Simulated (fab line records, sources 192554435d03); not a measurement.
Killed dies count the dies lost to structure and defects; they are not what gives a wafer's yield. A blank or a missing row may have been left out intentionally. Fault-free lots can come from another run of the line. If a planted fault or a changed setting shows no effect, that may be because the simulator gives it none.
Split-lot study ; flow n5Finfet ; route with 1938 steps; 7 lots, 21 wafers read

## ABOUT THE SPLIT
At N5_BEOL_M0_ETCH_138 (etches SiCN in CH3F/O2, target depth 12 nm, time 31.6 s), the setting sourceW was moved away from the recipe's 395 W on 6 of the 21 wafers read, by -15.9% to +9.1%. All remaining wafers had this setting at the recipe value.

Reading taken at the split's own step.

## THE READING
rfVppV, in V, at N5_BEOL_M0_ETCH_138 (etches SiCN in CH3F/O2, target depth 12 nm, time 31.6 s). Typical for fault-free wafers on this fab line: 297.6 V, with standard deviation 1.5 V.

wafer;tool, chamber at the split;sourceW as run, W;against the recipe;rfVppV, V;against lot-mates on the recipe
L081.1;rieDiel-03, 0;431;+9.1%;289.3;-10.3
L081.3;rieDiel-03, 2;395;recipe;299.6;-
L081.6;rieDiel-03, 0;431;+9.1%;291.1;-8.5
L082.1;rieDiel-01, 2;395;recipe;298.4;-
L082.4;rieDiel-01, 0;395;recipe;296.8;-
L082.5;rieDiel-01, 2;395;recipe;297.4;-
L084.3;rieDiel-03, 3;395;recipe;295.6;-
L084.4;rieDiel-03, 0;395;recipe;298.9;-
L084.6;rieDiel-03, 0;395;recipe;298.1;-
L085.1;rieDiel-06, 3;395;recipe;297.9;-
L085.3;rieDiel-06, 1;337.2;-14.6%;312.5;+14.6
L085.5;rieDiel-06, 0;337.2;-14.6%;311.9;+14.0
L088.4;rieDiel-06, 0;395;recipe;298.4;-
L088.5;rieDiel-06, 0;395;recipe;296.9;-
L088.6;rieDiel-06, 1;395;recipe;295.2;-
L096.1;rieDiel-06, 0;395;recipe;297.0;-
L096.2;rieDiel-06, 1;395;recipe;296.0;-
L096.4;rieDiel-06, 3;364.2;-7.8%;305.5;+9.0
L097.1;rieDiel-03, 1;395;recipe;299.1;-
L097.4;rieDiel-03, 2;332;-15.9%;316.4;+17.6
L097.5;rieDiel-03, 0;395;recipe;298.5;-

THE FIT
A straight line over all 21 wafers: rfVppV changes by -1 V for each +1% of sourceW; r = -0.98; the points scatter about the line by 1.4 V.
The same after taking each lot's own level away (the mean of its wafers on the recipe; 21 wafers): -1.03 V for each +1%; r = -0.99; scatter 0.98 V.
On that fit, the largest move of sourceW shifts the reading by 16 V.
The span of the lots' own levels, 296.50 to 299.60 V, comes to 2.1 times the standard deviation stated above.
The two slopes agree, so the slope changes little with the lot-to-lot level.
Check: +16.1 V against its lot-mates is what the line predicts for one of the wafers moved furthest among these (-15.9%) when that wafer is left out of the fit. It came out at +17.6 V against them.
Tool readings at the split's step, against how far the setting was moved: etchRfOnTimeS r = -0.41; rfVppV r = -0.98.

## OTHER SPLITS ON THESE WAFERS
These wafers also went through other splits before the reading. Each is held against what the fit with the lots' levels taken away leaves over:
other split on the same wafers;wafers away from the commonest value;r with rfVppV (lot level and that fit taken away)
N5_GATE_CUT_ALD_22 aldCycles;6;+0.41
N5_MOL_CONTACT_COAG_PECVD_31 tempC;7;+0.27
N5_MOL_CONTACT_COAG_COAT_76 spinRpm;6;-0.03
N5_MOL_CONTACT_COAG_CVD_140 targetThkA;7;+0.05
N5_BEOL_M0_SAQP_PECVD_96 timeS;5;-0.14

## THE WHOLE CHAIN: every reading that the file lists as answering this split, in the file's order
step;what it does;reading;change (the file's fit);r (the file's)
N5_BEOL_M0_ETCH_138;etches SiCN in CH3F/O2, target depth 12 nm, time 31.6 s;etchRfOnTimeS;withheld for each +1% of the setting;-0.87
N5_BEOL_M0_ETCH_138;etches SiCN in CH3F/O2, target depth 12 nm, time 31.6 s;rfVppV;-1.05 V for each +1% of the setting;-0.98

## THE FILE'S OWN FIT
rfVppV changes by -1.05 V for each +1% of sourceW, r = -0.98.
